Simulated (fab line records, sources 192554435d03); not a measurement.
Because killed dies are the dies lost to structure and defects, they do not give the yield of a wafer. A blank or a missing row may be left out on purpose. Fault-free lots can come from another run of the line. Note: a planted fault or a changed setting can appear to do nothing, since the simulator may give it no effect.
fab line records	flow n5Finfet
record lots=7	wafers=19	lastDay=17
route steps=1938 shown BEOL_M14@1757 BEOL_M15@1830 PASSIVATION@1936
lots with no fault: from the same line, run without faults
startH: hours from the record's first day to the start of the lot's first wafer shown	waitH: hours from the lot's prior step to this one	" as in the row above	L1.1+2: several wafers, shown together as one row	- no value, or no start given	* or withheld: withheld	< > ~ a bound
route shown NAME@n: names a module that has steps shown in the file, with the first one's number in the route	usual: the fault-free wafers' mean and standard deviation	same: alike in all rows	chamber/n: place in a boat	sites: the reading at each site	_std_site: their standard deviation	_edge_site: mean of outer sites minus mean of inner sites	radiusMm: how far each site lies from the wafer's centre	mask NAME#n: copy n	behind: the most recent tool/chamber to have shaped the wafer	hold: why the lot went on hold/how many hours it stayed there/how the hold came to an end	device: transistor that didn't switch, given as n, p or np	end of line: the route-end tests of the same wafers	a step without rows: its recipe alone	killed: not the wafer's yield, but the dies lost to structure and defects at the first sort	map: per-die view of a wafer (x killed, . not killed, _ where there is no die)
set.NAME: the run value of the setting; set.NAME@STEP: its run value at that earlier step	model.NAME: the simulator's own value behind a step, which no gauge read
the route's steps for a sample of lots (tables are steps, rows are wafers)
services: from which hour (startH, from the record's first day; less than 0 if before it) a tool's chamber was out of use, for how many hours, and why
## steps
# step N5_BEOL_M14_ETCH_38
# recipe chemistry=CF4/N2	target=SiCN	targetDepthA=1065	taperDeg=2	timeS=120.6	ionEnergyEv=150	maskMaterial=SiO2	pressureMtorr=40	sourceW=430	biasW=70	Ar_flow_sccm=100	cf4FlowSccm=60	n2FlowSccm=60
# usual drypumpMotorCurrentA=5.6/0.37	oesProductAu=0.81/0.098	rfVppV=382.6/1.8	showerheadPlenumPTorr=2.22/0.065	throttleValvePct=15.54/0.2
lot.wafer	tool	chamber	startH	waitH	drypumpMotorCurrentA	oesProductAu	rfHoursCounterH	rfVppV	showerheadPlenumPTorr	throttleValvePct
L397.2	rieDiel-02	0	-	-	5.3	0.83	66	382.5	2.25	15.66
L397.6	"	1	"	"	5.5	0.71	-	383.6	2.28	15.82
L402.2	rieDiel-02	0	-	-	5.4	0.82	79	384.0	2.24	15.67
L402.4	"	1	"	"	5.6	0.69	-	383.8	2.27	15.84
L402.6	"	3	"	"	5.7	0.81	-	385.7	2.30	15.35
L411.1	rieDiel-02	2	-	-	5.0	0.68	250	380.4	2.18	15.71
L411.4	"	0	"	"	5.3	0.80	-	383.2	2.24	15.73
L411.6	"	3	"	"	5.8	0.79	-	385.7	2.30	15.38
L415.2	rieDiel-04	1	-	-	5.4	0.81	117	383.2	2.20	15.52
L415.3	"	3	"	"	5.6	1.01	0	383.0	2.18	15.38
L415.5	"	0	"	"	6.2	0.72	-	379.7	2.12	15.55
L416.2	rieDiel-02	3	-	-	5.7	0.78	128	385.5	2.29	15.43
L416.4	"	0	"	"	5.3	0.79	117	382.6	2.23	15.75
L417.2	rieDiel-04	0	-	-	6.1	0.71	174	379.9	2.12	15.58
L417.3	"	3	"	"	5.7	0.96	8	382.6	2.18	15.42
L417.4	"	3	"	"	5.6	0.97	-	381.9	2.18	15.41
L418.2	rieDiel-06	1	-	-	6.1	0.86	47	383.7	2.25	15.43
L418.3	"	2	"	"	5.3	0.92	32	384.2	2.35	15.36
L418.6	"	2	"	"	5.3	0.92	-	385.1	2.35	15.36
# step N5_BEOL_M14_ECD_47
# recipe material=Cu	targetThkA=12480
lot.wafer	tool	chamber	startH	waitH
L397.2+6	ecdCu-02	0	237.83	0.1
L402.2+4+6	ecdCu-01	1,1,0	275.75	0.1
L411.1+4+6	ecdCu-02	1,0,1	323.13	0.1
L415.2+3+5	ecdCu-02	0	339.09	0.1
L416.2+4	ecdCu-01	0,1	365.80	0.1
L417.2+3+4	ecdCu-02	0,0,1	365.85	0.1
L418.2+3+6	ecdCu-01	0,1,0	379.22	0.1
# step N5_BEOL_M14_ANNEAL_48
# recipe tempC=225	timeS=90	ambient=N2
# usual wafer_temp_C_max=226.18/0.29
lot.wafer	tool	chamber	startH	waitH	wafer_temp_C_max
L397.2	rtpAnneal-01	0	238.06	0.2	226.31
L397.6	"	0	"	"	226.35
L402.2	rtpAnneal-02	0	275.99	0.2	226.03
L402.4	"	0	"	"	225.89
L402.6	"	0	"	"	225.95
L411.1	rtpAnneal-02	0	323.38	0.2	226.32
L411.4	"	0	"	"	226.31
L411.6	"	0	"	"	226.11
L415.2	rtpAnneal-01	0	339.32	0.2	226.05
L415.3	"	0	"	"	226.20
L415.5	"	0	"	"	226.62
L416.2	rtpAnneal-02	0	366.04	0.2	226.27
L416.4	"	0	"	"	225.96
L417.2	rtpAnneal-02	0	366.31	0.4	225.81
L417.3	"	0	"	"	225.80
L417.4	"	0	"	"	226.05
L418.2	rtpAnneal-02	0	379.69	0.4	226.00
L418.3	"	0	"	"	226.53
L418.6	"	0	"	"	225.78
# step N5_BEOL_M14_CMP_49
# recipe stopOn=SiO2	tOverpolishS=5.2	downForcePsi=2	platenRpm=80	clearingPlatenDownForcePsi=2	clearingPlatenRpm=80	postCmpClean=cuAlkaline	targetThkNm=560	clearingPlatenPadVelocityMS=1.5917	padVelocityMS=1.5917
# usual motorCurrentA=7.8/0.82	timeToEndpointS=120/4.5
lot.wafer	tool	chamber	startH	waitH	motorCurrentA	timeToEndpointS
L397.2	cmp-03	3	238.43	0.3	7.3	120
L397.6	"	0	"	"	6.9	117
L402.4	cmp-04	1	276.31	0.2	8.5	115
L402.2	"	2	"	"	7.6	40
L402.6	"	0	"	"	7.9	117
L411.1	cmp-02	1	323.67	0.3	6.7	114
L411.4	"	2	"	"	6.7	122
L411.6	"	2	"	"	7.3	124
L415.2	cmp-02	3	339.61	0.2	8.4	125
L415.3	"	0	"	"	8.3	118
L415.5	"	2	"	"	7.2	121
L416.4	cmp-03	2	366.29	0.1	9.1	127
L416.2	"	0	"	"	6.9	118
L417.4	cmp-04	3	366.56	0.1	9.3	113
L417.2	"	0	"	"	7.7	115
L417.3	"	1	"	"	8.3	117
L418.2	cmp-03	0	380.01	0.3	7.1	117
L418.3	"	1	"	"	7.2	119
L418.6	"	1	"	"	7.1	120
# step N5_BEOL_M14_THK_MEAS_50
# recipe thkMeasGauge=xrf	reads=Cu_of_BEOL_M14_ECD_47
# usual M14_THK=573/17
lot.wafer	tool	chamber	startH	waitH	M14_THK[nm]
L397.2	filmMetro-02	-	238.61	-	557
L397.6	"	-	"	"	560
L402.2	filmMetro-02	-	276.53	-	422
L402.4	"	-	"	"	551
L402.6	"	-	"	"	540
L411.1	filmMetro-01	-	323.97	-	571
L411.4	"	-	"	"	586
L411.6	"	-	"	"	559
L415.2	filmMetro-02	-	339.87	-	600
L415.3	"	-	"	"	577
L415.5	"	-	"	"	580
L416.2	filmMetro-02	-	366.59	-	552
L416.4	"	-	"	"	571
L417.2	filmMetro-01	-	366.86	-	576
L417.3	"	-	"	"	567
L417.4	"	-	"	"	579
L418.2	filmMetro-01	-	380.30	-	556
L418.3	"	-	"	"	601
L418.6	"	-	"	"	597
# step N5_BEOL_M14_DEP_53
# recipe material=SiCN	targetThkA=500	tempC=withheld	precursor=3MS/NH3	pressureTorr=3	rfW=675	timeS=17.8
# usual showerheadPlenumPTorr=4.152/0.016	throttleValvePct=18.3/1.4
lot.wafer	tool	chamber	startH	waitH	showerheadPlenumPTorr	throttleValvePct
L397.2	pecvd-01	0	238.67	0.0	4.156	17.9
L397.6	"	0	"	"	4.158	18.3
L402.2	pecvd-01	0	276.59	0.0	4.156	17.8
L402.4	"	0	"	"	4.158	18.2
L402.6	"	1	"	"	4.134	20.3
L411.1	pecvd-01	0	324.04	0.0	4.145	18.3
L411.4	"	1	"	"	4.142	20.3
L411.6	"	1	"	"	4.140	20.1
L415.2	pecvd-01	2	339.93	0.0	4.153	16.5
L415.3	"	1	"	"	4.144	20.1
L415.5	"	2	"	"	4.160	16.8
L416.2	pecvd-04	0	366.65	0.0	4.114	18.6
L416.4	"	2	"	"	4.141	16.9
L417.2	pecvd-01	1	366.92	0.0	4.137	20.1
L417.3	"	2	"	"	4.169	16.7
L417.4	"	1	"	"	4.146	19.9
L418.2	pecvd-01	1	380.36	0.0	4.138	20.3
L418.3	"	0	"	"	4.159	18.3
L418.6	"	1	"	"	4.149	19.6
# step N5_BEOL_M14_RS_MEAS_54
# recipe thkMeasGauge=four-point-probe	reads=Cu_of_BEOL_M14_ECD_47+Ta_of_BEOL_M14_SPUTTER_44+TaN_of_BEOL_M14_SPUTTER_43
# usual M14_RS=0.0329/0.00099
lot.wafer	tool	chamber	startH	waitH	M14_RS[ohm/sq]
L397.2	filmMetro-02	-	238.74	0.1	0.0338
L397.6	"	-	"	"	0.0340
L402.2	filmMetro-01	-	276.66	0.1	0.0447
L402.4	"	-	"	"	0.0343
L402.6	"	-	"	"	0.0347
L411.1	filmMetro-02	-	324.13	0.1	0.0333
L411.4	"	-	"	"	0.0323
L411.6	"	-	"	"	0.0339
L415.2	filmMetro-02	-	340.00	0.1	0.0311
L415.3	"	-	"	"	0.0324
L415.5	"	-	"	"	0.0324
L416.2	filmMetro-02	-	366.72	0.1	0.0343
L416.4	"	-	"	"	0.0330
L417.2	filmMetro-02	-	366.99	0.1	0.0329
L417.3	"	-	"	"	0.0334
L417.4	"	-	"	"	0.0327
L418.2	filmMetro-01	-	380.43	0.1	0.0337
L418.3	"	-	"	"	0.0313
L418.6	"	-	"	"	0.0314
# step N5_BEOL_M15_RC_MEAS_101
# usual COMB_M10=1.5e-11/3e-12	COMB_M11=1.5e-11/2.8e-12	COMB_M12=6.2e-12/1.4e-12	COMB_M13=4.7e-12/1.1e-12	COMB_M15=2.4e-12/6.3e-13	COMB_M5=3.6e-11/7.6e-12	COMB_M6=2.5e-11/5e-12	COMB_M7=2.5e-11/5.4e-12	COMB_M8=2.5e-11/5.3e-12	COMB_M9=1.44e-11/2.8e-12	SERP_M10=3.05/0.11	SERP_M11=3.08/0.082	SERP_M11_max_site=3.18/0.098	SERP_M12=0.621/0.017	SERP_M13=0.309/0.0048	SERP_M14=0.158/0.0059	SERP_M14_max_site=0.160/0.006	SERP_M5=38.4/1.6	SERP_M5_max_site=39.8/1.9	SERP_M6=13.8/0.65	SERP_M7=13.6/0.56	SERP_M8=14.0/0.61	SERP_M9=3.10/0.087
lot.wafer	tool	chamber	startH	waitH	COMB_M10[S/m]	COMB_M11[S/m]	COMB_M12[S/m]	COMB_M13[S/m]	COMB_M15[S/m]	COMB_M5[S/m]	COMB_M6[S/m]	COMB_M7[S/m]	COMB_M8[S/m]	COMB_M9[S/m]	SERP_M10[ohm/um]	SERP_M11[ohm/um]	SERP_M11_max_site[ohm/um]	SERP_M12[ohm/um]	SERP_M13[ohm/um]	SERP_M14[ohm/um]	SERP_M14_max_site[ohm/um]	SERP_M5[ohm/um]	SERP_M5_max_site[ohm/um]	SERP_M6[ohm/um]	SERP_M7[ohm/um]	SERP_M8[ohm/um]	SERP_M9[ohm/um]
L397.2	prober-01	0	244.01	0.2	1.4e-11	2.05e-11	8.4e-12	4.6e-12	2.7e-12	4.5e-11	2.2e-11	2.4e-11	2.2e-11	1.45e-11	3.19	3.20	3.35	0.644	0.306	0.164	0.165	38.3	40.0	14.0	13.5	13.9	2.96
L397.6	"	0	"	"	1.8e-11	1.69e-11	5.5e-12	3.8e-12	2.6e-12	4.6e-11	2.5e-11	2.6e-11	3e-11	1.56e-11	3.20	3.09	3.30	0.643	0.309	0.164	0.166	37.3	37.9	13.7	13.5	14.5	3.01
L402.2	prober-02	0	282.13	0.2	2.1e-11	1.25e-11	4.2e-12	2.9e-12	2.9e-12	3.6e-11	2.4e-11	2.4e-11	2.6e-11	1.17e-11	2.88	3.22	3.32	0.622	0.308	0.215	0.218	40.2	41.2	13.3	14.9	13.9	3.10
L402.4	"	0	"	"	1.3e-11	1.65e-11	6.3e-12	4.6e-12	2.9e-12	3e-11	2.6e-11	2.4e-11	2.8e-11	1.68e-11	3.01	3.10	3.14	0.616	0.307	0.168	0.169	39.1	40.4	12.7	14.2	13.9	3.02
L402.6	"	0	"	"	1.8e-11	1.58e-11	6.9e-12	3.8e-12	2.4e-12	3.2e-11	1.9e-11	1.6e-11	2.3e-11	1.23e-11	3.09	3.08	3.13	0.594	0.306	0.167	0.169	42.0	43.2	13.5	15.7	14.5	3.13
L411.1	prober-02	0	329.42	0.0	2.2e-11	1.32e-11	5.9e-12	3.2e-12	1.9e-12	2.5e-11	3.7e-11	1.9e-11	3.6e-11	1.28e-11	3.15	3.01	3.06	0.621	0.308	0.163	0.165	39.2	40.2	14.7	13.0	14.3	3.05
L411.4	"	0	"	"	1.3e-11	1.76e-11	5e-12	3.8e-12	1.9e-12	3.7e-11	2.6e-11	2.4e-11	1.9e-11	1.27e-11	3.19	3.14	3.17	0.604	0.311	0.153	0.154	40.1	42.3	12.9	13.5	14.3	3.26
L411.6	"	0	"	"	1.4e-11	1.19e-11	5.3e-12	4e-12	2.3e-12	3.8e-11	2.2e-11	2.1e-11	2.7e-11	1.01e-11	3.11	3.07	3.09	0.624	0.311	0.164	0.167	40.1	41.2	12.9	13.5	13.6	3.00
L415.2	prober-02	0	347.52	0.2	1.1e-11	9.4e-12	7.3e-12	3e-12	2.2e-12	2.9e-11	1.7e-11	2.9e-11	2.2e-11	9.4e-12	3.11	3.17	3.23	0.621	0.316	0.146	0.147	39.5	40.6	14.1	13.7	14.0	3.14
L415.3	"	0	"	"	1.6e-11	1.58e-11	6.5e-12	3.2e-12	2e-12	4.4e-11	1.7e-11	2.8e-11	1.9e-11	1.11e-11	3.12	3.15	3.26	0.636	0.309	0.153	0.154	36.5	38.3	14.5	13.5	13.6	3.04
L415.5	"	0	"	"	1.2e-11	1.54e-11	5.4e-12	2.3e-12	2.2e-12	2.8e-11	2.7e-11	2.3e-11	2.1e-11	1.23e-11	3.07	3.16	3.26	0.630	0.308	0.153	0.156	38.1	39.5	14.2	13.5	12.6	3.15
L416.2	prober-02	0	373.03	0.2	1.3e-11	1.11e-11	5.6e-12	3.6e-12	2.7e-12	3.4e-11	3.4e-11	2.9e-11	1.7e-11	1.43e-11	3.01	3.05	3.10	0.596	0.315	0.165	0.167	40.4	42.1	13.9	13.0	14.1	3.08
L416.4	"	0	"	"	1.8e-11	1.27e-11	5.9e-12	3.9e-12	1.9e-12	4.3e-11	2.7e-11	2.8e-11	2.7e-11	1.55e-11	3.05	3.03	3.12	0.619	0.306	0.157	0.158	41.3	44.3	14.2	13.0	15.2	3.04
L417.2	prober-02	0	373.96	0.2	1.1e-11	1.63e-11	5.6e-12	4.7e-12	2e-12	3.3e-11	2.2e-11	2.4e-11	2.5e-11	1.45e-11	2.91	3.10	3.28	0.621	0.311	0.155	0.157	38.1	39.3	14.2	13.4	15.3	3.11
L417.3	"	0	"	"	2e-11	1.52e-11	5.1e-12	4.5e-12	3.4e-12	3.8e-11	2.4e-11	2.1e-11	3.9e-11	1.5e-11	2.95	2.90	2.95	0.622	0.317	0.160	0.161	37.8	40.8	13.8	13.3	14.2	3.07
L417.4	"	0	"	"	1.1e-11	1.15e-11	6.1e-12	6.8e-12	1.7e-12	2.8e-11	2.9e-11	2.6e-11	2.3e-11	1.14e-11	3.08	2.97	3.01	0.623	0.308	0.155	0.157	40.4	41.2	13.4	13.4	14.2	3.09
L418.2	prober-02	0	387.05	0.2	1.4e-11	1.42e-11	4.9e-12	6.2e-12	3.7e-12	2.5e-11	3.4e-11	2e-11	3e-11	1.69e-11	2.84	3.09	3.15	0.615	0.307	0.160	0.161	36.5	38.1	13.6	13.1	13.9	2.97
L418.3	"	0	"	"	1e-11	1.29e-11	8.6e-12	5.2e-12	2e-12	3e-11	2.7e-11	2.1e-11	3.7e-11	1.47e-11	3.14	3.13	3.18	0.579	0.312	0.147	0.149	38.9	39.9	14.9	13.4	13.5	3.18
L418.6	"	0	"	"	1.2e-11	2.01e-11	9.5e-12	6.8e-12	2.3e-12	3.2e-11	3e-11	3e-11	2.6e-11	1.5e-11	2.91	2.94	3.03	0.597	0.314	0.148	0.149	37.6	38.5	13.0	13.7	13.4	3.01
# sites SERP_M14 radiusMm=0,75,75,75,75,140,140,140,140
L397.2 0.163 0.165 0.162 0.165 0.164 0.164 0.163 0.163 0.165
L402.2 0.213 0.217 0.218 0.218 0.215 0.215 0.214 0.211 0.215
L411.1 0.163 0.165 0.165 0.164 0.163 0.159 0.162 0.163 0.160
L415.2 0.145 0.146 0.147 0.144 0.145 0.146 0.147 0.147 0.147
L416.2 0.165 0.162 0.163 0.166 0.165 0.165 0.167 0.165 0.165
L417.2 0.157 0.156 0.154 0.155 0.156 0.156 0.153 0.155 0.155
L418.2 0.158 0.160 0.159 0.160 0.160 0.159 0.161 0.160 0.158
# step N5_PASSIVATION_PROBE_49
# usual defectLimitedYield=91.5/1.5	killed_at_M0_to_M3=32/9.4	killed_at_M4_up=12/5.1	killedAtContacts=11/7.4	killedAtFrontEnd=41/11	killedAtOther=3.4/2.5	killedDies=100/17	killedOpen=65/14	killedShort=33/7	sort_bin_5_function=4.9/0.96	sort_bin_6_memory=3.1/0.7	sortNPass=1080/17	sortYieldPct=91.5/1.5
# same grossDies=1180	killedAtBackSide=0	sort_bin_4_leakage[%]=0	sort_bin_8_speed[%]=0
lot.wafer	tool	chamber	startH	waitH	defectLimitedYield[%]	killed_at_M0_to_M3	killed_at_M4_up	killedAtContacts	killedAtFrontEnd	killedAtOther	killedDies	killedOpen	killedShort	sort_bin_5_function[%]	sort_bin_6_memory[%]	sortNPass	sortYieldPct[%]
L402.4	prober-02	-	297.76	0.2	89.3	35	25	13	46	7	126	81	45	7.4	3.1	1054	89.3
L402.6	prober-02	-	297.86	0.3	92.0	25	12	8	44	5	94	62	24	4.2	3.0	1086	92.0
L415.2	prober-01	-	359.84	0.1	93.0	19	2	8	49	5	83	51	32	3.6	3.0	1097	93.0
L415.5	prober-01	-	359.99	0.2	93.9	31	4	5	31	1	72	47	25	3.3	2.7	1108	93.9
L416.2	prober-01	-	385.22	0.1	91.1	37	12	6	45	5	105	68	35	5.2	3.6	1075	91.1
L416.4	prober-01	-	385.32	0.2	91.9	32	17	6	35	6	96	54	39	4.8	2.6	1084	91.9
# killed by level:class
L402.4 FIN_SAQP:geometricParticle:short=13 STI_FIN_REVEAL:geometricParticle:open=13 BEOL_M4:geometricParticle:open=13 MOL_CONTACT_COAG:geometricParticle:open=10 BEOL_M0_SAQP:geometricParticle:short=8 BEOL_M3:geometricParticle:open=7 BEOL_M1:geometricParticle:open=6 FIN_SAQP:geometricParticle:open=5
L402.6 BEOL_M3:geometricParticle:open=13 MOL_CONTACT_COAG:geometricParticle:open=8 FIN_SAQP:geometricParticle:short=5 FIN_SAQP:geometricParticle:open=5 HKMG_FIN:areaEtch=5 SPACER0:geometricParticle:short=4 BEOL_M4:geometricParticle:open=4 STI_FIN_REVEAL:geometricParticle:open=3
L415.2 STI_FIN_REVEAL:geometricParticle:open=9 GATE_CUT:geometricParticle:short=9 MOL_CONTACT_COAG:geometricParticle:open=8 BEOL_M2:geometricParticle:open=7 FIN_SAQP:geometricParticle:open=6 BEOL_M0_SAQP:geometricParticle:short=6 BEOL_M0_SAQP:geometricParticle:open=5 FIN_SAQP:geometricParticle:short=4
L415.5 FIN_SAQP:geometricParticle:open=8 BEOL_M0_SAQP:geometricParticle:open=8 BEOL_M3:geometricParticle:open=7 BEOL_M2:geometricParticle:open=6 GATE_CUT:geometricParticle:short=5 MOL_CONTACT_COAG:geometricParticle:open=4 FIN_SAQP:geometricParticle:short=3 STI_FIN_REVEAL:geometricParticle:open=3
L416.2 FIN_SAQP:geometricParticle:open=9 BEOL_M3:geometricParticle:open=9 BEOL_M0_SAQP:geometricParticle:short=9 STI_FIN_REVEAL:geometricParticle:open=7 FIN_SAQP:geometricParticle:short=5 MOL_CONTACT_COAG:geometricParticle:open=5 BEOL_M1:geometricParticle:open=5 STARTING-WAFER:geometricParticle:short=5
L416.4 FIN_SAQP:geometricParticle:short=10 FIN_SAQP:geometricParticle:open=8 BEOL_M0_SAQP:geometricParticle:short=8 BEOL_M3:geometricParticle:open=7 BEOL_M2:geometricParticle:open=6 BEOL_M1:geometricParticle:open=5 GATE_CUT:geometricParticle:short=4 MOL_CONTACT_COAG:geometricParticle:open=4
## services
tool	chamber	startH	hours	kind
rieDiel-06	-	224.00	4.3	pm
cmp-03	-	228.10	0.5	repair
cmp-02	-	237.54	0.3	repair
pecvd-04	-	238.23	0.5	repair
cmp-03	-	247.22	0.9	repair
pecvd-04	0	251.52	12.3	repair
ecdCu-01	-	255.51	0.9	repair
rieDiel-02	2	266.21	11.0	repair
rieDiel-04	-	279.19	1.3	repair
rieDiel-04	2	280.55	4.1	repair
pecvd-01	-	306.51	1.0	repair
ecdCu-01	-	313.45	7.2	repair
cmp-04	-	316.37	0.6	repair
rieDiel-06	-	319.94	0.8	repair
pecvd-04	-	323.14	1.8	repair
ecdCu-01	-	342.83	4.3	repair
cmp-03	-	346.52	4.0	pm
cmp-04	-	351.75	4.9	pm
cmp-02	-	358.16	3.7	pm
cmp-03	-	361.82	1.5	repair
rieDiel-04	0	366.47	32.6	repair
cmp-03	-	368.21	0.6	repair
cmp-04	-	374.76	4.0	pm
rieDiel-02	3	377.58	6.5	repair
## key
firstSign step=N5_BEOL_M14_CMP_49	reading=timeToEndpointS	direction=down	sigmas=18	usual=*	struck=*
effect step=N5_BEOL_M14_THK_MEAS_50	reading=M14_THK	direction=down	sigmas=8.9	usual=573	struck=422
effect step=N5_BEOL_M14_RS_MEAS_54	reading=M14_RS	direction=up	sigmas=12	usual=0.0329	struck=0.0447
effect step=N5_BEOL_M15_RC_MEAS_101	reading=SERP_M14	direction=up	sigmas=9.7	usual=0.158	struck=0.215
metAt N5_BEOL_M14_ECD_47
struckLots L402
struckWafers L402.2
notActingAt N5_BEOL_M14_ETCH_38,N5_BEOL_M14_ANNEAL_48,N5_BEOL_M14_DEP_53
fault kind=processParameterDrift	tool=ecdCu-01	chamber=-	onsetH=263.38	steps=N5_BEOL_M14_ECD_47	channel=targetThkA	offset=*	shape=step	endH=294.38	scope=struckWafersOnly	actsIn=*	stated=*
